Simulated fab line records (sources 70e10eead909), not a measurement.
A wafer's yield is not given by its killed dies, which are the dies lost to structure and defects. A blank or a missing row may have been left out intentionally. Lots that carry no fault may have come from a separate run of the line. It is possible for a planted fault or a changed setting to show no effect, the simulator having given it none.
Which tool is to blame?    flow nand-harc    72 wafers from 24 lots sampled at 6 of the route's 1159 steps

## WHAT THE GAUGES READ, wafer by wafer
The record lacks any reading of a measuring or inspecting step that a usual standard deviation could be used to judge.

## WHICH TOOL RAN EACH LOT (tool, then ch and the chambers of the sampled wafers, then the start)
lot   NHARC_A_CHANNEL_FILL_D1_ALD_15                  NHARC_A_CHANNEL_FILL_D1_RTA_24    NHARC_A_STAIRCASE_ETCH_169          NHARC_A_STAIRCASE_ETCH_13       NHARC_A_STAIRCASE_ETCH_188      NHARC_A_STAIRCASE_ETCH_199
L074  ald-sin-batch-01 ch 0, day 10 16:01 or earlier  rtp-anneal-02 ch 0, day 10 16:01  rie-diel-13 ch 0,1, day 10 17:16    rie-diel-13 ch 1,2,3, no start  rie-diel-06 ch 0,3, no start    rie-diel-06 ch 0,2,3, no start
L075  ald-sin-batch-01 ch 0, day 10 16:11 or earlier  rtp-anneal-01 ch 0, day 10 16:11  rie-diel-06 ch 1,3, day 10 17:23    rie-diel-01 ch 1,3, no start    rie-diel-13 ch 0,1,2, no start  rie-diel-13 ch 0,2,3, no start
L076  ald-sin-batch-01 ch 0, day 11 02:36 or earlier  rtp-anneal-01 ch 0, day 11 02:36  rie-diel-13 ch 1,3, day 11 03:56    rie-diel-01 ch 0,1,2, no start  rie-diel-01 ch 1,2,3, no start  rie-diel-06 ch 0,1,3, no start
L077  ald-sin-batch-01 ch 0, day 11 02:36 or earlier  rtp-anneal-02 ch 0, day 11 02:36  rie-diel-13 ch 0,1,3, day 11 04:22  rie-diel-01 ch 0,3, no start    rie-diel-01 ch 0,1, no start    rie-diel-01 ch 0,1,3, no start
L078  ald-sin-batch-03 ch 0, day 11 18:58 or earlier  rtp-anneal-02 ch 0, day 11 18:58  rie-diel-01 ch 0,1, day 11 20:10    rie-diel-01 ch 1,3, no start    rie-diel-01 ch 0,3, no start    rie-diel-01 ch 0,1,3, no start
L079  ald-sin-batch-01 ch 0, day 11 19:08 or earlier  rtp-anneal-02 ch 0, day 11 19:08  rie-diel-06 ch 0,2, day 11 20:29    rie-diel-06 ch 0,1, no start    rie-diel-13 ch 1,2,3, no start  rie-diel-13 ch 1,2,3, no start
L080  ald-sin-batch-01 ch 0, day 12 05:48 or earlier  rtp-anneal-01 ch 0, day 12 05:48  rie-diel-13 ch 0,1, day 12 07:19    rie-diel-01 ch 1,2,3, no start  rie-diel-06 ch 0,2,3, no start  rie-diel-06 ch 0,2,3, no start
L081  ald-sin-batch-01 ch 0, day 12 05:45 or earlier  rtp-anneal-02 ch 0, day 12 05:45  rie-diel-13 ch 0,1,2, day 12 07:08  rie-diel-06 ch 0,2,3, no start  rie-diel-06 ch 0,2,3, no start  rie-diel-01 ch 1,2,3, no start
L082  ald-sin-batch-01 ch 0, day 12 22:27 or earlier  rtp-anneal-01 ch 0, day 12 22:27  rie-diel-06 ch 0,1,2, day 12 23:47  rie-diel-06 ch 1,2,3, no start  rie-diel-06 ch 0,1,2, no start  rie-diel-01 ch 0,2,3, no start
L083  ald-sin-batch-01 ch 0, day 12 22:27 or earlier  rtp-anneal-02 ch 0, day 12 22:27  rie-diel-01 ch 0,2,3, day 12 23:56  rie-diel-13 ch 2,3, no start    rie-diel-06 ch 0,1,3, no start  rie-diel-01 ch 0,1,2, no start
L084  ald-sin-batch-03 ch 0, day 13 11:07 or earlier  rtp-anneal-01 ch 0, day 13 11:07  rie-diel-01 ch 2,3, day 13 12:33    rie-diel-13 ch 0,3, no start    rie-diel-01 ch 0,3, no start    rie-diel-06 ch 0,3, no start
L085  ald-sin-batch-03 ch 0, day 13 11:07 or earlier  rtp-anneal-02 ch 0, day 13 11:07  rie-diel-01 ch 0,2,3, day 13 12:31  rie-diel-06 ch 0,3, no start    rie-diel-06 ch 1,3, no start    rie-diel-06 ch 0,1,3, no start
L087  ald-sin-batch-03 ch 0, day 13 20:11 or earlier  rtp-anneal-01 ch 0, day 13 20:11  rie-diel-01 ch 0,2,3, day 13 21:32  rie-diel-06 ch 1,3, no start    rie-diel-06 ch 0,2,3, no start  rie-diel-13 ch 1,2,3, no start
L086  ald-sin-batch-01 ch 0, day 14 02:41 or earlier  rtp-anneal-01 ch 0, day 14 02:41  rie-diel-13 ch 1,3, day 14 04:29    rie-diel-13 ch 0,1,3, no start  rie-diel-13 ch 1,2,3, no start  rie-diel-01 ch 0,1,2, no start
L088  ald-sin-batch-01 ch 0, day 14 06:22 or earlier  rtp-anneal-01 ch 0, day 14 06:22  rie-diel-06 ch 0,2, day 14 07:53    rie-diel-13 ch 0,2,3, no start  rie-diel-01 ch 1,2, no start    rie-diel-06 ch 0,1,2, no start
L089  ald-sin-batch-01 ch 0, day 14 06:24 or earlier  rtp-anneal-02 ch 0, day 14 06:24  rie-diel-06 ch 1,2, day 14 08:09    rie-diel-13 ch 2,3, no start    rie-diel-01 ch 0,1,3, no start  rie-diel-01 ch 2,3, no start
L090  ald-sin-batch-03 ch 0, day 14 19:34 or earlier  rtp-anneal-01 ch 0, day 14 19:34  rie-diel-13 ch 0,2,3, day 14 20:53  rie-diel-06 ch 1,2,3, no start  rie-diel-06 ch 1,2,3, no start  rie-diel-06 ch 0,1,3, no start
L091  ald-sin-batch-02 ch 0, day 14 19:44 or earlier  rtp-anneal-01 ch 0, day 14 19:44  rie-diel-01 ch 1,2,3, day 14 21:13  rie-diel-13 ch 0,1,3, no start  rie-diel-13 ch 0,2,3, no start  rie-diel-13 ch 0,1,3, no start
L092  ald-sin-batch-02 ch 0, day 14 19:41 or earlier  rtp-anneal-02 ch 0, day 14 19:41  rie-diel-06 ch 0,1, day 14 21:06    rie-diel-13 ch 0,3, no start    rie-diel-01 ch 0,1,3, no start  rie-diel-13 ch 0,1,2, no start
L093  ald-sin-batch-02 ch 0, day 15 08:11 or earlier  rtp-anneal-01 ch 0, day 15 08:11  rie-diel-13 ch 1,2,3, day 15 09:49  rie-diel-01 ch 0,2,3, no start  rie-diel-13 ch 0,1,2, no start  rie-diel-06 ch 0,1,3, no start
L094  ald-sin-batch-03 ch 0, day 15 14:14 or earlier  rtp-anneal-01 ch 0, day 15 14:14  rie-diel-13 ch 1,2,3, day 15 15:39  rie-diel-06 ch 0,1, no start    rie-diel-01 ch 0,3, no start    rie-diel-01 ch 0,1,3, no start
L095  ald-sin-batch-03 ch 0, day 15 17:44 or earlier  rtp-anneal-02 ch 0, day 15 17:44  rie-diel-06 ch 1,2, day 15 19:05    rie-diel-01 ch 1,2,3, no start  rie-diel-13 ch 0,1,3, no start  rie-diel-01 ch 0,1, no start
L096  ald-sin-batch-01 ch 0, day 14 13:11             rtp-anneal-01 ch 0, day 16 03:15  rie-diel-13 ch 2,3, day 16 04:26    rie-diel-13 ch 0,2,3, no start  rie-diel-06 ch 1,2, no start    rie-diel-01 ch 1,2, no start
L097  ald-sin-batch-01 ch 0, day 15 02:11             rtp-anneal-02 ch 0, day 16 16:08  rie-diel-13 ch 1,2, day 16 17:21    rie-diel-01 ch 1,3, no start    rie-diel-13 ch 0,3, no start    rie-diel-01 ch 0,2, no start
- NHARC_A_CHANNEL_FILL_D1_ALD_15: deposits SiNx, target thk 2 nm, pulse time 60 s, ald cycles 19.
- NHARC_A_CHANNEL_FILL_D1_RTA_24: time 5 s.
- NHARC_A_STAIRCASE_ETCH_169: etches the open film in CH3F/O2, target depth 50 nm, time 107.1 s.
- NHARC_A_STAIRCASE_ETCH_13: etches the open film in C4F8/O2, target depth 100 nm, time 40.5 s.
- NHARC_A_STAIRCASE_ETCH_188: etches the open film in C4F8/O2, target depth 100 nm, time 40.5 s.
- NHARC_A_STAIRCASE_ETCH_199: etches the open film in C4F8/O2, target depth 100 nm, time 40.5 s.

## AS READ BY THE TOOLS THEMSELVES (means over the sampled wafers that have a number; for cases with no such wafer, the mark the record gives instead)
NHARC_A_CHANNEL_FILL_D1_ALD_15. Usual: precursor-pulse-height-rel reads 1.000 (standard deviation 0.02).
lot   tool              precursor-pulse-height-rel  flag
L074  ald-sin-batch-01  1.013                       
L075  ald-sin-batch-01  0.997                       
L076  ald-sin-batch-01  0.990                       
L077  ald-sin-batch-01  1.001                       
L078  ald-sin-batch-03  1.015                       
L079  ald-sin-batch-01  1.011                       
L080  ald-sin-batch-01  1.013                       
L081  ald-sin-batch-01  0.992                       
L082  ald-sin-batch-01  0.993                       
L083  ald-sin-batch-01  0.994                       
L084  ald-sin-batch-03  1.008                       
L085  ald-sin-batch-03  1.007                       
L087  ald-sin-batch-03  1.019                       
L086  ald-sin-batch-01  0.998                       
L088  ald-sin-batch-01  1.011                       
L089  ald-sin-batch-01  1.004                       
L090  ald-sin-batch-03  0.999                       
L091  ald-sin-batch-02  0.993                       
L092  ald-sin-batch-02  1.000                       
L093  ald-sin-batch-02  0.995                       
L094  ald-sin-batch-03  1.020                       
L095  ald-sin-batch-03  0.980                       
L096  ald-sin-batch-01  1.002                       
L097  ald-sin-batch-01  0.995                       

NHARC_A_CHANNEL_FILL_D1_RTA_24. Usual: lamp-power-pct 29.8 %, standard deviation 1.5; lamp_zone_7_pct 30.2 %, standard deviation 1.5; wafer_temp_C_max 1004.3, standard deviation 1.1.
lot   tool           lamp-power-pct (%)  lamp_zone_7_pct (%)  wafer_temp_C_max  flag
L074  rtp-anneal-02  28.2                28.6                 1003.1            
L075  rtp-anneal-01  31.1                31.6                 1005.0            
L076  rtp-anneal-01  31.1                31.6                 1005.2            
L077  rtp-anneal-02  28.2                28.6                 1004.2            
L078  rtp-anneal-02  28.2                28.6                 1003.2            
L079  rtp-anneal-02  28.1                28.6                 1004.0            
L080  rtp-anneal-01  31.1                31.6                 1005.3            
L081  rtp-anneal-02  28.2                28.6                 1004.4            
L082  rtp-anneal-01  31.1                31.6                 1005.3            
L083  rtp-anneal-02  28.2                28.6                 1003.1            
L084  rtp-anneal-01  31.1                31.6                 1004.6            
L085  rtp-anneal-02  28.2                28.6                 1003.4            
L087  rtp-anneal-01  31.1                31.6                 1005.2            
L086  rtp-anneal-01  31.1                31.6                 1005.5            
L088  rtp-anneal-01  31.1                31.6                 1004.9            
L089  rtp-anneal-02  28.1                28.6                 1003.4            
L090  rtp-anneal-01  31.1                31.6                 1004.5            
L091  rtp-anneal-01  31.1                31.6                 1006.1            
L092  rtp-anneal-02  28.2                28.6                 1003.3            
L093  rtp-anneal-01  31.1                31.6                 1005.0            
L094  rtp-anneal-01  31.1                31.6                 1005.0            
L095  rtp-anneal-02  28.2                28.6                 1004.0            
L096  rtp-anneal-01  31.1                31.6                 1004.9            
L097  rtp-anneal-02  28.2                28.6                 1003.4            

NHARC_A_STAIRCASE_ETCH_169. Usual: drypump-motor-current-A 5.9 A, standard deviation 0.44; oes-product-au 0.945 a.u., standard deviation 0.023; rf-fwd-power-W 497.2 W, standard deviation 1.6; rf-vpp-V 243.8 V, standard deviation 1.8; showerhead-plenum-p-Torr 2.42 Torr, standard deviation 0.12; throttle-valve-pct 20.663 %, standard deviation 0.0092.
lot   tool         drypump-motor-current-A (A)  oes-product-au (a.u.)  rf-fwd-power-W (W)  rf-vpp-V (V)  showerhead-plenum-p-Torr (Torr)  throttle-valve-pct (%)  flag
L074  rie-diel-13  5.4                          0.922                  497.3               242.9         2.39                             20.657                  
L075  rie-diel-06  6.5                          0.936                  497.7               244.4         2.48                             20.674                  
L076  rie-diel-13  5.3                          0.927                  498.2               243.0         2.32                             20.662                  
L077  rie-diel-13  5.4                          0.915                  496.6               243.1         2.38                             20.669                  
L078  rie-diel-01  5.7                          0.962                  498.1               244.0         2.38                             20.655                  
L079  rie-diel-06  6.3                          0.970                  498.7               245.5         2.51                             20.660                  
L080  rie-diel-13  5.6                          0.916                  497.2               243.9         2.44                             20.663                  
L081  rie-diel-13  5.9                          0.916                  496.1               243.0         2.37                             20.669                  
L082  rie-diel-06  6.3                          0.967                  497.3               244.4         2.53                             20.663                  
L083  rie-diel-01  5.8                          0.922                  497.4               244.3         2.41                             20.668                  
L084  rie-diel-01  5.8                          0.922                  497.7               243.3         2.37                             20.663                  
L085  rie-diel-01  5.8                          0.920                  496.3               243.1         2.40                             20.670                  
L087  rie-diel-01  5.8                          0.941                  496.0               243.1         2.40                             20.662                  
L086  rie-diel-13  5.4                          0.941                  498.9               241.5         2.31                             20.665                  
L088  rie-diel-06  6.2                          0.955                  497.2               245.2         2.50                             20.669                  
L089  rie-diel-06  6.5                          0.958                  496.9               246.7         2.55                             20.656                  
L090  rie-diel-13  5.9                          0.964                  496.6               244.3         2.47                             20.665                  
L091  rie-diel-01  5.8                          0.965                  498.2               243.8         2.37                             20.659                  
L092  rie-diel-06  6.4                          0.943                  496.3               245.4         2.55                             20.668                  
L093  rie-diel-13  5.7                          0.931                  496.4               244.6         2.42                             20.663                  
L094  rie-diel-13  5.8                          0.966                  497.1               243.9         2.42                             20.664                  
L095  rie-diel-06  6.4                          0.976                  499.6               244.9         2.52                             20.668                  
L096  rie-diel-13  5.8                          0.982                  496.7               243.1         2.40                             20.673                  
L097  rie-diel-13  6.1                          0.954                  496.6               245.0         2.53                             20.668                  

NHARC_A_STAIRCASE_ETCH_13. Usual: oes-product-au 0.937 a.u., standard deviation 0.013; rf-fwd-power-W 593.4 W, standard deviation 2.3; rf-vpp-V 894 V, standard deviation 6.1.
lot   tool         oes-product-au (a.u.)  rf-fwd-power-W (W)  rf-vpp-V (V)  flag
L074  rie-diel-13  0.945                  594.5               888           
L075  rie-diel-01  0.937                  592.4               892           
L076  rie-diel-01  0.927                  593.9               890           
L077  rie-diel-01  0.915                  591.0               897           
L078  rie-diel-01  0.926                  590.4               894           
L079  rie-diel-06  0.938                  592.7               901           
L080  rie-diel-01  0.936                  591.4               892           
L081  rie-diel-06  0.954                  594.0               894           
L082  rie-diel-06  0.931                  593.3               897           
L083  rie-diel-13  0.928                  592.9               899           
L084  rie-diel-13  0.956                  594.6               894           
L085  rie-diel-06  0.941                  595.1               891           
L087  rie-diel-06  0.943                  593.4               892           
L086  rie-diel-13  0.926                  595.8               891           
L088  rie-diel-13  0.922                  592.2               897           
L089  rie-diel-13  0.918                  591.1               893           
L090  rie-diel-06  0.949                  594.6               895           
L091  rie-diel-13  0.927                  594.9               892           
L092  rie-diel-13  0.926                  593.8               894           
L093  rie-diel-01  0.948                  594.3               893           
L094  rie-diel-06  0.941                  593.5               900           
L095  rie-diel-01  0.955                  595.1               890           
L096  rie-diel-13  0.954                  592.9               897           
L097  rie-diel-01  0.935                  592.3               891           

NHARC_A_STAIRCASE_ETCH_188. Usual: oes-product-au 0.937 a.u., standard deviation 0.014; rf-fwd-power-W 593.4 W, standard deviation 2.6; rf-vpp-V 894 V, standard deviation 5.8.
lot   tool         oes-product-au (a.u.)  rf-fwd-power-W (W)  rf-vpp-V (V)  flag
L074  rie-diel-06  0.950                  596.6               895           
L075  rie-diel-13  0.923                  594.5               892           
L076  rie-diel-01  0.945                  591.5               892           
L077  rie-diel-01  0.931                  593.4               892           
L078  rie-diel-01  0.933                  592.2               895           
L079  rie-diel-13  0.932                  590.6               888           
L080  rie-diel-06  0.923                  595.9               895           
L081  rie-diel-06  0.924                  595.4               896           
L082  rie-diel-06  0.953                  596.7               900           
L083  rie-diel-06  0.936                  595.2               895           
L084  rie-diel-01  0.938                  589.2               894           
L085  rie-diel-06  0.947                  594.9               891           
L087  rie-diel-06  0.947                  595.9               894           
L086  rie-diel-13  0.923                  593.0               894           
L088  rie-diel-01  0.953                  594.0               888           
L089  rie-diel-01  0.943                  591.7               893           
L090  rie-diel-06  0.943                  593.1               896           
L091  rie-diel-13  0.930                  593.4               896           
L092  rie-diel-01  0.955                  591.3               893           
L093  rie-diel-13  0.952                  592.0               898           
L094  rie-diel-01  0.932                  590.8               895           
L095  rie-diel-13  0.949                  592.2               891           
L096  rie-diel-06  0.918                  594.9               899           
L097  rie-diel-13  0.916                  592.8               891           

NHARC_A_STAIRCASE_ETCH_199. Usual: oes-product-au 0.942 a.u., standard deviation 0.012; rf-fwd-power-W 593.5 W, standard deviation 2.8; rf-vpp-V 894 V, standard deviation 5.6.
lot   tool         oes-product-au (a.u.)  rf-fwd-power-W (W)  rf-vpp-V (V)  flag
L074  rie-diel-06  0.948                  597.3               894           
L075  rie-diel-13  0.936                  592.8               890           
L076  rie-diel-06  0.962                  593.8               897           
L077  rie-diel-01  0.931                  591.9               893           
L078  rie-diel-01  0.942                  592.5               893           
L079  rie-diel-13  0.945                  593.6               887           
L080  rie-diel-06  0.942                  594.8               895           
L081  rie-diel-01  0.942                  592.3               892           
L082  rie-diel-01  0.934                  593.1               894           
L083  rie-diel-01  0.939                  594.6               891           
L084  rie-diel-06  0.928                  594.3               895           
L085  rie-diel-06  0.936                  593.9               896           
L087  rie-diel-13  0.951                  592.7               893           
L086  rie-diel-01  0.955                  594.1               891           
L088  rie-diel-06  0.934                  594.7               899           
L089  rie-diel-01  0.934                  593.5               891           
L090  rie-diel-06  0.949                  594.7               895           
L091  rie-diel-13  0.930                  594.4               892           
L092  rie-diel-13  0.942                  594.2               898           
L093  rie-diel-06  0.958                  594.8               895           
L094  rie-diel-01  0.945                  592.3               892           
L095  rie-diel-01  0.954                  592.2               892           
L096  rie-diel-01  0.930                  594.5               888           
L097  rie-diel-01  0.955                  595.3               892           

## THE ANSWER, worked out from the rows above alone
Rule: a lot is off if the mean of its wafers that have a number lies more than 3 standard deviations from the usual mean. Also off: a lot with no number at a reading for which 4 or more lots have one. Where the step has rows for the other lots, those lots are counted as sound. Order of review: gauges by route order, followed by the tools' own readings, for which a lot's mean as printed above is used. The first step at which some lot is off is used, and at that step the reading that is off furthest; a lot without a number counts as furthest.
No lot is off on any of the readings shown, so nothing can be concluded from this.

## WHAT HAD BEEN PUT IN BY THE SIMULATOR
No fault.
